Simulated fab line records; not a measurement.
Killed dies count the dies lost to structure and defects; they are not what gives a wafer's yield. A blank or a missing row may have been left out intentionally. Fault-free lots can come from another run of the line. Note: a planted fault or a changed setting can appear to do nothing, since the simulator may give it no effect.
fab line records :: flow n5Finfet :: part 2 of 2: steps 5 to 6 of 6
[record]
  lots = 24
  wafers = 72
  lastDay = 17
route steps=1938 shown BEOL_M6@1210 BEOL_M7@1283 BEOL_M8@1335
lots untouched by any fault: they come from a run of this same line in which no faults occurred
startH: hours from the record's first day to the start of the lot's first wafer shown :: waitH: time in hours since the lot's previous step :: " same as the row above :: L1.1+2: a single row standing in for several wafers :: - no value, or no start was given :: * or withheld: withheld :: < > ~ a bound
route shown NAME@n: a module of which the file shows steps, and the number in the route of the first :: usual: mean/standard deviation of fault-free wafers :: same: alike in all rows :: chamber/n: place in a boat :: sites: readings site by site :: _std_site: the standard deviation of these :: _edge_site: the outer-site mean with the inner-site mean subtracted :: radiusMm: how far each site lies from the wafer's centre :: mask NAME#n: copy n :: behind: the tool/chamber that last shaped the wafer :: hold: why the lot went on hold/how many hours it stayed there/how the hold came to an end :: device: the n, p or np transistor that did not switch :: end of line: at the end of the route, the tests of the same wafers :: a step with no rows: only its recipe :: killed: at the first sort, the dies lost to defects and structure; wafer yield is something else :: map: dies across one wafer; x = killed, . = not, _ = none there
set.NAME: the setting the step ran with; set.NAME@STEP: the setting that earlier step ran with :: model.NAME: the simulator's own value behind a step, which no gauge read
one table for each step of the route and one row for each wafer, over a sample of lots
services: the hour from which a tool's chamber was out of use, counted from the record's first day as startH (under 0 if before that day), plus the number of hours and why
[[steps]]
[step N5_BEOL_M7_CURE_75]
[recipe]
  tempC = 370
  timeS = 120
  ambient = DMADMS/He
  material = SiCOH_lowk
[usual]
  lampPowerPct = 52.31/0.054
  wafer_temp_C_max = 371.6/0.6
[same]
  timeS = 120
lot.wafer: L075.3
tool: uvCure-03
chamber: 1
startH: 187.93
waitH: 0.1
lampPowerPct: 52.25
wafer_temp_C_max: 370.9

lot.wafer: L075.4
tool: uvCure-03
chamber: 1
startH: 187.93
waitH: 0.1
lampPowerPct: 52.32
wafer_temp_C_max: 371.1

lot.wafer: L075.6
tool: uvCure-03
chamber: 1
startH: 187.93
waitH: 0.1
lampPowerPct: 52.41
wafer_temp_C_max: 371.4

lot.wafer: L074.3
tool: uvCure-03
chamber: 0
startH: 188.43
waitH: 0.1
lampPowerPct: 52.30
wafer_temp_C_max: 371.4

lot.wafer: L074.5
tool: uvCure-03
chamber: 0
startH: 188.43
waitH: 0.1
lampPowerPct: 52.35
wafer_temp_C_max: 372.2

lot.wafer: L074.6
tool: uvCure-03
chamber: 0
startH: 188.43
waitH: 0.1
lampPowerPct: 52.32
wafer_temp_C_max: 372.2

lot.wafer: L076.3
tool: uvCure-01
chamber: 0
startH: 205.00
waitH: 0.1
lampPowerPct: 52.29
wafer_temp_C_max: 372.0

lot.wafer: L076.4
tool: uvCure-01
chamber: 0
startH: 205.00
waitH: 0.1
lampPowerPct: 52.30
wafer_temp_C_max: 371.5

lot.wafer: L076.6
tool: uvCure-01
chamber: 0
startH: 205.00
waitH: 0.1
lampPowerPct: 52.30
wafer_temp_C_max: 372.2

lot.wafer: L077.2
tool: uvCure-02
chamber: 1
startH: 208.41
waitH: 0.1
lampPowerPct: 52.33
wafer_temp_C_max: 371.3

lot.wafer: L077.5
tool: uvCure-02
chamber: 1
startH: 208.41
waitH: 0.1
lampPowerPct: 52.25
wafer_temp_C_max: 371.3

lot.wafer: L077.6
tool: uvCure-02
chamber: 1
startH: 208.41
waitH: 0.1
lampPowerPct: 52.32
wafer_temp_C_max: 371.0

lot.wafer: L078.1
tool: uvCure-03
chamber: 1
startH: 217.65
waitH: 0.0
lampPowerPct: 52.35
wafer_temp_C_max: 371.2

lot.wafer: L078.3
tool: uvCure-03
chamber: 1
startH: 217.65
waitH: 0.0
lampPowerPct: 52.35
wafer_temp_C_max: 370.9

lot.wafer: L078.6
tool: uvCure-03
chamber: 1
startH: 217.65
waitH: 0.0
lampPowerPct: 52.35
wafer_temp_C_max: 371.2

lot.wafer: L080.1
tool: uvCure-01
chamber: 0
startH: 223.40
waitH: 0.0
lampPowerPct: 52.25
wafer_temp_C_max: 372.9

lot.wafer: L080.2
tool: uvCure-01
chamber: 0
startH: 223.40
waitH: 0.0
lampPowerPct: 52.27
wafer_temp_C_max: 371.6

lot.wafer: L080.4
tool: uvCure-01
chamber: 0
startH: 223.40
waitH: 0.0
lampPowerPct: 52.27
wafer_temp_C_max: 371.0

lot.wafer: L079.1
tool: uvCure-02
chamber: 2
startH: 225.54
waitH: 0.0
lampPowerPct: 52.32
wafer_temp_C_max: 370.9

lot.wafer: L079.3
tool: uvCure-02
chamber: 2
startH: 225.54
waitH: 0.0
lampPowerPct: 52.23
wafer_temp_C_max: 370.8

lot.wafer: L079.5
tool: uvCure-02
chamber: 2
startH: 225.54
waitH: 0.0
lampPowerPct: 52.32
wafer_temp_C_max: 370.8

lot.wafer: L081.2
tool: uvCure-03
chamber: 1
startH: 229.16
waitH: 0.1
lampPowerPct: 52.25
wafer_temp_C_max: 371.8

lot.wafer: L081.5
tool: uvCure-03
chamber: 1
startH: 229.16
waitH: 0.1
lampPowerPct: 52.26
wafer_temp_C_max: 370.6

lot.wafer: L081.6
tool: uvCure-03
chamber: 1
startH: 229.16
waitH: 0.1
lampPowerPct: 52.28
wafer_temp_C_max: 371.0

lot.wafer: L082.1
tool: uvCure-02
chamber: 0
startH: 231.19
waitH: 0.0
lampPowerPct: 52.24
wafer_temp_C_max: 371.3

lot.wafer: L082.2
tool: uvCure-02
chamber: 0
startH: 231.19
waitH: 0.0
lampPowerPct: 52.29
wafer_temp_C_max: 371.3

lot.wafer: L082.3
tool: uvCure-02
chamber: 0
startH: 231.19
waitH: 0.0
lampPowerPct: 52.30
wafer_temp_C_max: 370.9

lot.wafer: L083.3
tool: uvCure-02
chamber: 1
startH: 250.15
waitH: 0.3
lampPowerPct: 52.30
wafer_temp_C_max: 371.4

lot.wafer: L083.4
tool: uvCure-02
chamber: 1
startH: 250.15
waitH: 0.3
lampPowerPct: 52.21
wafer_temp_C_max: 371.1

lot.wafer: L083.5
tool: uvCure-02
chamber: 1
startH: 250.15
waitH: 0.3
lampPowerPct: 52.30
wafer_temp_C_max: 371.2

lot.wafer: L084.3
tool: uvCure-01
chamber: 0
startH: 256.51
waitH: 0.1
lampPowerPct: 52.27
wafer_temp_C_max: 372.5

lot.wafer: L084.4
tool: uvCure-01
chamber: 0
startH: 256.51
waitH: 0.1
lampPowerPct: 52.32
wafer_temp_C_max: 372.3

lot.wafer: L084.6
tool: uvCure-01
chamber: 0
startH: 256.51
waitH: 0.1
lampPowerPct: 52.30
wafer_temp_C_max: 371.8

lot.wafer: L086.2
tool: uvCure-03
chamber: 0
startH: 256.92
waitH: 0.3
lampPowerPct: 52.25
wafer_temp_C_max: 372.3

lot.wafer: L086.3
tool: uvCure-03
chamber: 0
startH: 256.92
waitH: 0.3
lampPowerPct: 52.29
wafer_temp_C_max: 371.7

lot.wafer: L086.5
tool: uvCure-03
chamber: 0
startH: 256.92
waitH: 0.3
lampPowerPct: 52.38
wafer_temp_C_max: 371.7

lot.wafer: L085.2
tool: uvCure-02
chamber: 1
startH: 260.16
waitH: 0.1
lampPowerPct: 52.35
wafer_temp_C_max: 371.8

lot.wafer: L085.4
tool: uvCure-02
chamber: 1
startH: 260.16
waitH: 0.1
lampPowerPct: 52.37
wafer_temp_C_max: 371.5

lot.wafer: L085.5
tool: uvCure-02
chamber: 1
startH: 260.16
waitH: 0.1
lampPowerPct: 52.42
wafer_temp_C_max: 371.3

lot.wafer: L087.3
tool: uvCure-01
chamber: 0
startH: 272.14
waitH: 0.4
lampPowerPct: 52.33
wafer_temp_C_max: 371.6

lot.wafer: L087.4
tool: uvCure-01
chamber: 0
startH: 272.14
waitH: 0.4
lampPowerPct: 52.34
wafer_temp_C_max: 372.1

lot.wafer: L087.5
tool: uvCure-01
chamber: 0
startH: 272.14
waitH: 0.4
lampPowerPct: 52.33
wafer_temp_C_max: 372.5

lot.wafer: L088.1
tool: uvCure-03
chamber: 2
startH: 285.10
waitH: 0.2
lampPowerPct: 52.40
wafer_temp_C_max: 372.3

lot.wafer: L088.3
tool: uvCure-03
chamber: 2
startH: 285.10
waitH: 0.2
lampPowerPct: 52.32
wafer_temp_C_max: 372.1

lot.wafer: L088.5
tool: uvCure-03
chamber: 2
startH: 285.10
waitH: 0.2
lampPowerPct: 52.31
wafer_temp_C_max: 372.1

lot.wafer: L090.2
tool: uvCure-02
chamber: 2
startH: 285.14
waitH: 0.3
lampPowerPct: 52.36
wafer_temp_C_max: 371.2

lot.wafer: L090.5
tool: uvCure-02
chamber: 2
startH: 285.14
waitH: 0.3
lampPowerPct: 52.23
wafer_temp_C_max: 371.5

lot.wafer: L090.6
tool: uvCure-02
chamber: 2
startH: 285.14
waitH: 0.3
lampPowerPct: 52.26
wafer_temp_C_max: 371.5

lot.wafer: L089.1
tool: uvCure-01
chamber: 2
startH: 285.34
waitH: 0.2
lampPowerPct: 52.28
wafer_temp_C_max: 371.4

lot.wafer: L089.5
tool: uvCure-01
chamber: 2
startH: 285.34
waitH: 0.2
lampPowerPct: 52.39
wafer_temp_C_max: 371.7

lot.wafer: L089.6
tool: uvCure-01
chamber: 2
startH: 285.34
waitH: 0.2
lampPowerPct: 52.45
wafer_temp_C_max: 371.5

lot.wafer: L091.1
tool: uvCure-01
chamber: 1
startH: 300.35
waitH: 0.0
lampPowerPct: 52.35
wafer_temp_C_max: 372.7

lot.wafer: L091.2
tool: uvCure-01
chamber: 1
startH: 300.35
waitH: 0.0
lampPowerPct: 52.39
wafer_temp_C_max: 372.5

lot.wafer: L091.6
tool: uvCure-01
chamber: 1
startH: 300.35
waitH: 0.0
lampPowerPct: 52.33
wafer_temp_C_max: 372.6

lot.wafer: L092.1
tool: uvCure-01
chamber: 1
startH: 304.24
waitH: 0.0
lampPowerPct: 52.14
wafer_temp_C_max: 372.7

lot.wafer: L092.3
tool: uvCure-01
chamber: 1
startH: 304.24
waitH: 0.0
lampPowerPct: 52.35
wafer_temp_C_max: 372.7

lot.wafer: L092.4
tool: uvCure-01
chamber: 1
startH: 304.24
waitH: 0.0
lampPowerPct: 52.25
wafer_temp_C_max: 371.7

lot.wafer: L093.2
tool: uvCure-02
chamber: 0
startH: 306.29
waitH: 0.1
lampPowerPct: 52.23
wafer_temp_C_max: 371.5

lot.wafer: L093.4
tool: uvCure-02
chamber: 0
startH: 306.29
waitH: 0.1
lampPowerPct: 52.25
wafer_temp_C_max: 370.9

lot.wafer: L093.5
tool: uvCure-02
chamber: 0
startH: 306.29
waitH: 0.1
lampPowerPct: 52.37
wafer_temp_C_max: 371.1

lot.wafer: L094.1
tool: uvCure-03
chamber: 1
startH: 311.08
waitH: 0.0
lampPowerPct: 52.29
wafer_temp_C_max: 371.3

lot.wafer: L094.2
tool: uvCure-03
chamber: 1
startH: 311.08
waitH: 0.0
lampPowerPct: 52.31
wafer_temp_C_max: 371.0

lot.wafer: L094.3
tool: uvCure-03
chamber: 1
startH: 311.08
waitH: 0.0
lampPowerPct: 52.37
wafer_temp_C_max: 371.0

lot.wafer: L095.2
tool: uvCure-03
chamber: 2
startH: 315.60
waitH: 0.1
lampPowerPct: 52.28
wafer_temp_C_max: 372.2

lot.wafer: L095.3
tool: uvCure-03
chamber: 2
startH: 315.60
waitH: 0.1
lampPowerPct: 52.41
wafer_temp_C_max: 371.8

lot.wafer: L095.5
tool: uvCure-03
chamber: 2
startH: 315.60
waitH: 0.1
lampPowerPct: 52.29
wafer_temp_C_max: 372.0

lot.wafer: L096.2
tool: uvCure-02
chamber: 1
startH: 325.28
waitH: 0.6
lampPowerPct: 52.30
wafer_temp_C_max: 370.8

lot.wafer: L096.4
tool: uvCure-02
chamber: 1
startH: 325.28
waitH: 0.6
lampPowerPct: 52.21
wafer_temp_C_max: 371.2

lot.wafer: L096.5
tool: uvCure-02
chamber: 1
startH: 325.28
waitH: 0.6
lampPowerPct: 52.26
wafer_temp_C_max: 371.0

lot.wafer: L097.1
tool: uvCure-03
chamber: 0
startH: 328.08
waitH: 0.0
lampPowerPct: 52.27
wafer_temp_C_max: 371.7

lot.wafer: L097.3
tool: uvCure-03
chamber: 0
startH: 328.08
waitH: 0.0
lampPowerPct: 52.32
wafer_temp_C_max: 371.5

lot.wafer: L097.5
tool: uvCure-03
chamber: 0
startH: 328.08
waitH: 0.0
lampPowerPct: 52.35
wafer_temp_C_max: 372.2
[step N5_BEOL_M8_PECVD_70]
[recipe]
  material = SiO2
  targetThkA = 200
  tempC = 400
  precursor = TEOS/O2
  pressureTorr = 5.5
  rfW = 450
  teosFlowSccm = 53.8
  gas = O2
  flowSccm = 3000
  timeS = 22.7
[usual]
  heaterPowerW = 771/110
  showerheadPlenumPTorr = 8.75/0.031
  throttleValvePct = 22.2/1.5
[same]
  timeS = 22.7
lot.wafer: L075.3
tool: pecvd-03
chamber: 2
startH: 190.66
waitH: 0.0
heaterPowerW: 580
showerheadPlenumPTorr: 8.76
throttleValvePct: 22.7

lot.wafer: L075.4
tool: pecvd-03
chamber: 0
startH: 190.66
waitH: 0.0
heaterPowerW: 731
showerheadPlenumPTorr: 8.76
throttleValvePct: 22.3

lot.wafer: L075.6
tool: pecvd-03
chamber: 1
startH: 190.66
waitH: 0.0
heaterPowerW: 871
showerheadPlenumPTorr: 8.70
throttleValvePct: 20.4

lot.wafer: L074.3
tool: pecvd-04
chamber: 0
startH: 192.77
waitH: 0.0
heaterPowerW: 733
showerheadPlenumPTorr: 8.70
throttleValvePct: 23.6

lot.wafer: L074.5
tool: pecvd-04
chamber: 1
startH: 192.77
waitH: 0.0
heaterPowerW: 955
showerheadPlenumPTorr: 8.76
throttleValvePct: 23.3

lot.wafer: L074.6
tool: pecvd-04
chamber: 0
startH: 192.77
waitH: 0.0
heaterPowerW: 741
showerheadPlenumPTorr: 8.72
throttleValvePct: 23.4

lot.wafer: L076.3
tool: pecvd-01
chamber: 1
startH: 207.89
waitH: 0.1
heaterPowerW: 662
showerheadPlenumPTorr: 8.73
throttleValvePct: 25.8

lot.wafer: L076.4
tool: pecvd-01
chamber: 0
startH: 207.89
waitH: 0.1
heaterPowerW: 805
showerheadPlenumPTorr: 8.73
throttleValvePct: 20.6

lot.wafer: L076.6
tool: pecvd-01
chamber: 0
startH: 207.89
waitH: 0.1
heaterPowerW: 813
showerheadPlenumPTorr: 8.72
throttleValvePct: 20.5

lot.wafer: L077.2
tool: pecvd-04
chamber: 1
startH: 211.97
waitH: 0.0
heaterPowerW: 922
showerheadPlenumPTorr: 8.75
throttleValvePct: 23.3

lot.wafer: L077.5
tool: pecvd-04
chamber: 0
startH: 211.97
waitH: 0.0
heaterPowerW: 690
showerheadPlenumPTorr: 8.70
throttleValvePct: 23.5

lot.wafer: L077.6
tool: pecvd-04
chamber: 2
startH: 211.97
waitH: 0.0
heaterPowerW: 798
showerheadPlenumPTorr: 8.78
throttleValvePct: 21.6

lot.wafer: L078.1
tool: pecvd-01
chamber: 0
startH: 221.10
waitH: 0.0
heaterPowerW: 795
showerheadPlenumPTorr: 8.73
throttleValvePct: 20.6

lot.wafer: L078.3
tool: pecvd-01
chamber: 0
startH: 221.10
waitH: 0.0
heaterPowerW: 764
showerheadPlenumPTorr: 8.74
throttleValvePct: 20.3

lot.wafer: L078.6
tool: pecvd-01
chamber: 0
startH: 221.10
waitH: 0.0
heaterPowerW: 786
showerheadPlenumPTorr: 8.71
throttleValvePct: 20.5

lot.wafer: L080.1
tool: pecvd-04
chamber: 1
startH: 227.91
waitH: 0.0
heaterPowerW: 912
showerheadPlenumPTorr: 8.75
throttleValvePct: 23.1

lot.wafer: L080.2
tool: pecvd-04
chamber: 2
startH: 227.91
waitH: 0.0
heaterPowerW: 806
showerheadPlenumPTorr: 8.78
throttleValvePct: 21.4

lot.wafer: L080.4
tool: pecvd-04
chamber: 1
startH: 227.91
waitH: 0.0
heaterPowerW: 890
showerheadPlenumPTorr: 8.74
throttleValvePct: 23.3

lot.wafer: L079.1
tool: pecvd-04
chamber: 2
startH: 229.33
waitH: 0.0
heaterPowerW: 760
showerheadPlenumPTorr: 8.79
throttleValvePct: 21.6

lot.wafer: L079.3
tool: pecvd-04
chamber: 0
startH: 229.33
waitH: 0.0
heaterPowerW: 792
showerheadPlenumPTorr: 8.68
throttleValvePct: 23.5

lot.wafer: L079.5
tool: pecvd-04
chamber: 0
startH: 229.33
waitH: 0.0
heaterPowerW: 785
showerheadPlenumPTorr: 8.73
throttleValvePct: 23.6

lot.wafer: L081.2
tool: pecvd-03
chamber: 1
startH: 233.92
waitH: 0.0
heaterPowerW: 773
showerheadPlenumPTorr: 8.74
throttleValvePct: 20.6

lot.wafer: L081.5
tool: pecvd-03
chamber: 1
startH: 233.92
waitH: 0.0
heaterPowerW: 767
showerheadPlenumPTorr: 8.72
throttleValvePct: 20.8

lot.wafer: L081.6
tool: pecvd-03
chamber: 0
startH: 233.92
waitH: 0.0
heaterPowerW: 797
showerheadPlenumPTorr: 8.76
throttleValvePct: 22.0

lot.wafer: L082.1
tool: pecvd-03
chamber: 0
startH: 235.37
waitH: 0.0
heaterPowerW: 689
showerheadPlenumPTorr: 8.76
throttleValvePct: 21.9

lot.wafer: L082.2
tool: pecvd-03
chamber: 1
startH: 235.37
waitH: 0.0
heaterPowerW: 832
showerheadPlenumPTorr: 8.71
throttleValvePct: 20.3

lot.wafer: L082.3
tool: pecvd-03
chamber: 0
startH: 235.37
waitH: 0.0
heaterPowerW: 699
showerheadPlenumPTorr: 8.77
throttleValvePct: 22.1

lot.wafer: L083.3
tool: pecvd-03
chamber: 2
startH: 252.93
waitH: 0.0
heaterPowerW: 487
showerheadPlenumPTorr: 8.75
throttleValvePct: 22.7

lot.wafer: L083.4
tool: pecvd-03
chamber: 0
startH: 252.93
waitH: 0.0
heaterPowerW: 679
showerheadPlenumPTorr: 8.76
throttleValvePct: 22.3

lot.wafer: L083.5
tool: pecvd-03
chamber: 1
startH: 252.93
waitH: 0.0
heaterPowerW: 828
showerheadPlenumPTorr: 8.70
throttleValvePct: 20.6

lot.wafer: L084.3
tool: pecvd-01
chamber: 1
startH: 258.95
waitH: 0.0
heaterPowerW: 737
showerheadPlenumPTorr: 8.73
throttleValvePct: 25.8

lot.wafer: L084.4
tool: pecvd-01
chamber: 0
startH: 258.95
waitH: 0.0
heaterPowerW: 700
showerheadPlenumPTorr: 8.69
throttleValvePct: 20.4

lot.wafer: L084.6
tool: pecvd-01
chamber: 2
startH: 258.95
waitH: 0.0
heaterPowerW: 740
showerheadPlenumPTorr: 8.80
throttleValvePct: 19.4

lot.wafer: L086.2
tool: pecvd-04
chamber: 1
startH: 259.87
waitH: 0.0
heaterPowerW: 823
showerheadPlenumPTorr: 8.74
throttleValvePct: 23.4

lot.wafer: L086.3
tool: pecvd-04
chamber: 1
startH: 259.87
waitH: 0.0
heaterPowerW: 864
showerheadPlenumPTorr: 8.77
throttleValvePct: 23.4

lot.wafer: L086.5
tool: pecvd-04
chamber: 2
startH: 259.87
waitH: 0.0
heaterPowerW: 876
showerheadPlenumPTorr: 8.79
throttleValvePct: 21.6

lot.wafer: L085.2
tool: pecvd-03
chamber: 0
startH: 262.87
waitH: 0.0
heaterPowerW: 759
showerheadPlenumPTorr: 8.76
throttleValvePct: 22.1

lot.wafer: L085.4
tool: pecvd-03
chamber: 1
startH: 262.87
waitH: 0.0
heaterPowerW: 823
showerheadPlenumPTorr: 8.72
throttleValvePct: 20.5

lot.wafer: L085.5
tool: pecvd-03
chamber: 2
startH: 262.87
waitH: 0.0
heaterPowerW: 570
showerheadPlenumPTorr: 8.74
throttleValvePct: 22.8

lot.wafer: L087.3
tool: pecvd-01
chamber: 0
startH: 275.47
waitH: 0.0
heaterPowerW: 670
showerheadPlenumPTorr: 8.72
throttleValvePct: 20.3

lot.wafer: L087.4
tool: pecvd-01
chamber: 2
startH: 275.47
waitH: 0.0
heaterPowerW: 798
showerheadPlenumPTorr: 8.84
throttleValvePct: 19.5

lot.wafer: L087.5
tool: pecvd-01
chamber: 1
startH: 275.47
waitH: 0.0
heaterPowerW: 742
showerheadPlenumPTorr: 8.74
throttleValvePct: 25.7

lot.wafer: L090.2
tool: pecvd-04
chamber: 2
startH: 289.45
waitH: 0.0
heaterPowerW: 930
showerheadPlenumPTorr: 8.80
throttleValvePct: 21.9

lot.wafer: L090.5
tool: pecvd-04
chamber: 0
startH: 289.45
waitH: 0.0
heaterPowerW: 735
showerheadPlenumPTorr: 8.70
throttleValvePct: 23.3

lot.wafer: L090.6
tool: pecvd-04
chamber: 1
startH: 289.45
waitH: 0.0
heaterPowerW: 915
showerheadPlenumPTorr: 8.74
throttleValvePct: 23.4

lot.wafer: L088.1
tool: pecvd-03
chamber: 1
startH: 289.57
waitH: 0.0
heaterPowerW: 864
showerheadPlenumPTorr: 8.72
throttleValvePct: 20.5

lot.wafer: L088.3
tool: pecvd-03
chamber: 0
startH: 289.57
waitH: 0.0
heaterPowerW: 828
showerheadPlenumPTorr: 8.75
throttleValvePct: 22.2

lot.wafer: L088.5
tool: pecvd-03
chamber: 2
startH: 289.57
waitH: 0.0
heaterPowerW: 539
showerheadPlenumPTorr: 8.76
throttleValvePct: 22.7

lot.wafer: L089.1
tool: pecvd-03
chamber: 1
startH: 290.35
waitH: 0.0
heaterPowerW: 801
showerheadPlenumPTorr: 8.71
throttleValvePct: 20.7

lot.wafer: L089.5
tool: pecvd-03
chamber: 1
startH: 290.35
waitH: 0.0
heaterPowerW: 779
showerheadPlenumPTorr: 8.72
throttleValvePct: 20.6

lot.wafer: L089.6
tool: pecvd-03
chamber: 2
startH: 290.35
waitH: 0.0
heaterPowerW: 606
showerheadPlenumPTorr: 8.78
throttleValvePct: 22.8

lot.wafer: L091.1
tool: pecvd-04
chamber: 0
startH: 303.57
waitH: 0.0
heaterPowerW: 716
showerheadPlenumPTorr: 8.72
throttleValvePct: 23.2

lot.wafer: L091.2
tool: pecvd-04
chamber: 2
startH: 303.57
waitH: 0.0
heaterPowerW: 936
showerheadPlenumPTorr: 8.79
throttleValvePct: 21.7

lot.wafer: L091.6
tool: pecvd-04
chamber: 0
startH: 303.57
waitH: 0.0
heaterPowerW: 727
showerheadPlenumPTorr: 8.72
throttleValvePct: 23.5

lot.wafer: L092.1
tool: pecvd-03
chamber: 0
startH: 307.09
waitH: 0.0
heaterPowerW: 684
showerheadPlenumPTorr: 8.78
throttleValvePct: 21.5

lot.wafer: L092.3
tool: pecvd-03
chamber: 1
startH: 307.09
waitH: 0.0
heaterPowerW: 821
showerheadPlenumPTorr: 8.72
throttleValvePct: 20.5

lot.wafer: L092.4
tool: pecvd-03
chamber: 1
startH: 307.09
waitH: 0.0
heaterPowerW: 853
showerheadPlenumPTorr: 8.71
throttleValvePct: 20.4

lot.wafer: L093.2
tool: pecvd-03
chamber: 1
startH: 309.07
waitH: 0.0
heaterPowerW: 750
showerheadPlenumPTorr: 8.73
throttleValvePct: 20.6

lot.wafer: L093.4
tool: pecvd-03
chamber: 1
startH: 309.07
waitH: 0.0
heaterPowerW: 765
showerheadPlenumPTorr: 8.74
throttleValvePct: 20.4

lot.wafer: L093.5
tool: pecvd-03
chamber: 0
startH: 309.07
waitH: 0.0
heaterPowerW: 760
showerheadPlenumPTorr: 8.78
throttleValvePct: 22.0

lot.wafer: L094.1
tool: pecvd-01
chamber: 2
startH: 314.34
waitH: 0.0
heaterPowerW: 884
showerheadPlenumPTorr: 8.80
throttleValvePct: 19.5

lot.wafer: L094.2
tool: pecvd-01
chamber: 1
startH: 314.34
waitH: 0.0
heaterPowerW: 706
showerheadPlenumPTorr: 8.74
throttleValvePct: 25.7

lot.wafer: L094.3
tool: pecvd-01
chamber: 0
startH: 314.34
waitH: 0.0
heaterPowerW: 696
showerheadPlenumPTorr: 8.73
throttleValvePct: 20.9

lot.wafer: L095.2
tool: pecvd-03
chamber: 0
startH: 319.26
waitH: 0.0
heaterPowerW: 800
showerheadPlenumPTorr: 8.78
throttleValvePct: 22.2

lot.wafer: L095.3
tool: pecvd-03
chamber: 1
startH: 319.26
waitH: 0.0
heaterPowerW: 848
showerheadPlenumPTorr: 8.73
throttleValvePct: 20.5

lot.wafer: L095.5
tool: pecvd-03
chamber: 2
startH: 319.26
waitH: 0.0
heaterPowerW: 532
showerheadPlenumPTorr: 8.76
throttleValvePct: 22.9

lot.wafer: L096.2
tool: pecvd-04
chamber: 0
startH: 328.29
waitH: 0.0
heaterPowerW: 733
showerheadPlenumPTorr: 8.72
throttleValvePct: 23.5

lot.wafer: L096.4
tool: pecvd-04
chamber: 0
startH: 328.29
waitH: 0.0
heaterPowerW: 748
showerheadPlenumPTorr: 8.75
throttleValvePct: 23.6

lot.wafer: L096.5
tool: pecvd-04
chamber: 2
startH: 328.29
waitH: 0.0
heaterPowerW: 827
showerheadPlenumPTorr: 8.79
throttleValvePct: 21.7

lot.wafer: L097.1
tool: pecvd-04
chamber: 0
startH: 331.93
waitH: 0.0
heaterPowerW: 772
showerheadPlenumPTorr: 8.72
throttleValvePct: 23.1

lot.wafer: L097.3
tool: pecvd-04
chamber: 2
startH: 331.93
waitH: 0.0
heaterPowerW: 890
showerheadPlenumPTorr: 8.80
throttleValvePct: 21.7

lot.wafer: L097.5
tool: pecvd-04
chamber: 1
startH: 331.93
waitH: 0.0
heaterPowerW: 920
showerheadPlenumPTorr: 8.77
throttleValvePct: 23.2
[[services]]
tool: rieDiel-02
chamber: -
startH: 156.72
hours: 16.8
kind: repair

tool: rieDiel-06
chamber: 1
startH: 161.09
hours: 4.9
kind: repair

tool: rieDiel-05
chamber: 2
startH: 164.28
hours: 5.6
kind: repair

tool: uvCure-03
chamber: -
startH: 197.14
hours: 0.9
kind: repair

tool: rieDiel-01
chamber: 1
startH: 203.57
hours: 15.6
kind: repair

tool: rieDiel-06
chamber: 3
startH: 211.16
hours: 15.1
kind: repair

tool: pecvd-04
chamber: -
startH: 218.53
hours: 6.0
kind: pm

tool: rieDiel-02
chamber: 2
startH: 226.34
hours: 13.2
kind: repair

tool: pecvd-03
chamber: 2
startH: 228.10
hours: 7.4
kind: repair

tool: rieDiel-06
chamber: 1
startH: 233.21
hours: 4.6
kind: repair

tool: rieDiel-04
chamber: 0
startH: 241.77
hours: 2.9
kind: repair

tool: rieDiel-06
chamber: -
startH: 242.52
hours: 0.3
kind: repair

tool: uvCure-03
chamber: -
startH: 247.21
hours: 7.5
kind: pm

tool: rieDiel-04
chamber: 3
startH: 266.66
hours: 7.7
kind: repair

tool: uvCure-03
chamber: -
startH: 269.23
hours: 9.7
kind: repair

tool: pecvd-04
chamber: 0
startH: 272.73
hours: 8.0
kind: repair

tool: uvCure-03
chamber: -
startH: 286.11
hours: 7.5
kind: pm

tool: pecvd-04
chamber: -
startH: 286.91
hours: 2.5
kind: repair

tool: rieDiel-06
chamber: 0
startH: 289.58
hours: 6.3
kind: repair

tool: rieDiel-05
chamber: 3
startH: 300.97
hours: 6.5
kind: repair

tool: pecvd-03
chamber: -
startH: 305.30
hours: 1.0
kind: repair

tool: rieDiel-01
chamber: 3
startH: 312.30
hours: 7.9
kind: repair

tool: rieDiel-02
chamber: 0
startH: 313.14
hours: 13.1
kind: repair

tool: pecvd-03
chamber: -
startH: 330.53
hours: 1.1
kind: repair
